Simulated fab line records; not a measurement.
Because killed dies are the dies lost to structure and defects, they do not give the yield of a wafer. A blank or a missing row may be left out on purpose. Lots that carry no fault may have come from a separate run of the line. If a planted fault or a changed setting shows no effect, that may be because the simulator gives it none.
Problem report, 8D (eight disciplines) form, completed by code -- flow n5-finfet -- the parts of the form that need people (team, actions taken, sign-off) are left out

== 1. WHAT WENT WRONG ==
Wafers without a fault read 96.2 s with a standard deviation of 0.5, while strip-time-to-endpoint-s at N5_SDB_STRIP_22 averages 94.0 s across 2 wafers of 1 lot. That is -4.4 standard deviations from the usual mean.
The step: strips in N2/H2.
Earliest sighting: wafer L255.1 on plasma-asher-01 at day 5 17:16. Wafers with a number at this step in the record: 15, from 5 lots. Rule for "out", or "out of limits": more than 4 standard deviations from the usual mean. The other wafers with a number count as sound.

== 2. WHAT IT IS AND WHAT IT IS NOT ==
question,is,is not
which readings at this step,strip-time-to-endpoint-s,"drypump-motor-current-A, heater-power-w, oes-product-au"
which lots,L255,"L250, L253, L264, L269"
which wafers of those lots,"L255.1, L255.3",L255.5
read on which tools,plasma-asher-01,plasma-asher-02
when,from day 5 17:16,"up to then (7 sound wafers); but 6 sound wafers of L264, L269 came after"

== 3. SUSPECTS, AND WHAT RULES EACH OUT ==
Counting: if a tool at a process step up to the reading ran every lot that is out, it stays a suspect. Sound lots after the first of them don't rule it out here, since some wafers of a struck lot are sound.
- rie-diel-05 at N5_SDB_DESCUM_16 (chemistry O2, time 7.9 s): kept. It ran the lot that is out, L255 (day 5 16:58).
- rie-diel-05 at N5_SDB_ETCH_17 (etches SiARC in CF4, target depth 23.4 nm, time 39 s): kept. It ran the lot that is out, L255 (day 5 16:59).
- rie-diel-05 at N5_SDB_ETCH_18 (etches SOC in N2/H2, target depth 100 nm, overetch 20 nm, time 150 s): kept. It ran the lot that is out, L255 (day 5 17:02).
- rie-diel-05 at N5_SDB_STRIP_21 (strips in CF4): kept. It ran the lot that is out, L255 (day 5 17:10).
- rie-diel-05 at N5_SDB_HM_OPEN_20 (chemistry CH3F/O2, target SiNx, stops on poly-Si, target depth 24 nm): kept. It ran the lot that is out, L255 (day 5 17:11).
- plasma-asher-01 at N5_SDB_STRIP_22 (strips in N2/H2): kept. It processed L255, the lot that is out, at day 5 17:16, and its most recent sound lot before then was L253 at day 5 04:38. Its own strip-time-to-endpoint-s readings are out on those wafers.
- Within rie-diel-05 at N5_SDB_DESCUM_16: the wafers that are out ran in chambers 0, 1; their sound lot-mates ran in chamber 2.
- Within rie-diel-05 at N5_SDB_ETCH_17: the wafers that are out ran in chambers 0, 1; their sound lot-mates ran in chamber 2.
- Within rie-diel-05 at N5_SDB_ETCH_18: the wafers that are out ran in chambers 0, 1; their sound lot-mates ran in chamber 2.
- Within rie-diel-05 at N5_SDB_STRIP_21: the wafers that are out ran in chambers 0, 1; their sound lot-mates ran in chamber 2.
- Within rie-diel-05 at N5_SDB_HM_OPEN_20: the wafers that are out ran in chambers 0, 1; their sound lot-mates ran in chamber 2.
- At N5_SDB_STRIP_22 on plasma-asher-01, chamber 1 took the sound wafers of the same lots and chamber 0 took the wafers that are out.
Left after counting: rie-diel-05 at N5_SDB_DESCUM_16, rie-diel-05 at N5_SDB_ETCH_17, rie-diel-05 at N5_SDB_ETCH_18, rie-diel-05 at N5_SDB_STRIP_21, rie-diel-05 at N5_SDB_HM_OPEN_20, plasma-asher-01 at N5_SDB_STRIP_22.

== 4. THE CAUSE (what the simulator had put in) ==
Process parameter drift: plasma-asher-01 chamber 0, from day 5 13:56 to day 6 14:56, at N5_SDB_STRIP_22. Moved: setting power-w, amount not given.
Counting leaves 6 suspects; this tool is one of them.

== 5. THE EFFECT CHAIN, in route order ==
Each row: a reading where the mean over the struck wafers with a number is more than 3 standard deviations away from the usual. Scope: only readings with a usual standard deviation given in the record; hours: median across lots of the time from each lot's start at the first step in this table that gives one to its start at this step; sigmas: change in usual standard deviations.
hours,step,reading,usual,on struck wafers,change,sigmas
0,N5_SDB_STRIP_22,strip-time-to-endpoint-s,96.2 s,94.0,-2.2,-4.4
Here are the process steps it includes:
- N5_SDB_STRIP_22: strips in N2/H2.
Later measuring or inspecting steps at which every struck wafer that the step has a row for has a number for every such reading, and none has moved that far: N5_BEOL_M4_RC_MEAS_101.

== 6. HOW IT WOULD HAVE BEEN CAUGHT EARLIER ==
In this record no reading fell out of limits until day 5 17:16, 3 hours after the fault had begun at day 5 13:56.
